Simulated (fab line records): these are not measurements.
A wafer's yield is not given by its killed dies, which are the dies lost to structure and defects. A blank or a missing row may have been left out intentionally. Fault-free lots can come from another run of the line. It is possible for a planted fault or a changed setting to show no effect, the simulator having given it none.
Matching of chambers || flow n5_finfet || rie_diel-05 running N5_PMOS_HMC_CHANNEL_EPI_STRIP_33: 4 sister chambers
The step strips in N2/H2. 4 wafers are shown with their chamber, then 7 later ones without.

## EACH WAFER AND ITS CHAMBER
{"wafer": "L081.3", "chamber": 0, "drypump_motor_current_A (A)": 5.8}
{"wafer": "L085.4", "chamber": 1, "drypump_motor_current_A (A)": 5.6}
{"wafer": "L090.3", "chamber": 2, "drypump_motor_current_A (A)": 6.0}
{"wafer": "L090.4", "chamber": 3, "drypump_motor_current_A (A)": 5.1}

## WAFERS WITH NO CHAMBER GIVEN
{"wafer": "L090.5", "drypump_motor_current_A (A)": 6.0}
{"wafer": "L092.1", "drypump_motor_current_A (A)": 5.8}
{"wafer": "L092.2", "drypump_motor_current_A (A)": 5.7}
{"wafer": "L092.6", "drypump_motor_current_A (A)": 5.9}
{"wafer": "L095.2", "drypump_motor_current_A (A)": 5.6}
{"wafer": "L095.5", "drypump_motor_current_A (A)": 5.7}
{"wafer": "L095.6", "drypump_motor_current_A (A)": 6.0}

## EACH ONE'S CHAMBER
{"wafer": "L090.5", "from the rows above": 2, "in truth": 2}
{"wafer": "L092.1", "from the rows above": 0, "in truth": 0}
{"wafer": "L092.2", "from the rows above": "can't be placed: 0 or 1", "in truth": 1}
{"wafer": "L092.6", "from the rows above": "can't be placed: 2 or 0", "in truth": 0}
{"wafer": "L095.2", "from the rows above": 1, "in truth": 1}
{"wafer": "L095.5", "from the rows above": "can't be placed: 0 or 1", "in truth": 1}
{"wafer": "L095.6", "from the rows above": 2, "in truth": 2}
Correctly placed: 4 of 7. Not placeable from these rows: 3 (in 3, the candidates include the true chamber). Number placed wrongly: 0.
How it was worked out, from the rows above alone: a wafer's distance from a chamber is the root of the sum, over the readings, of the square of ((its reading less the chamber's mean) divided by the reading's scatter). The wafer belongs to the nearest chamber; if the next one is less than 2 further off, it can't be placed. A chamber's mean is the mean of its shown wafers. The scatter: root of mean squared gap, hidden wafer to nearest shown wafer, with one shown wafer a chamber.
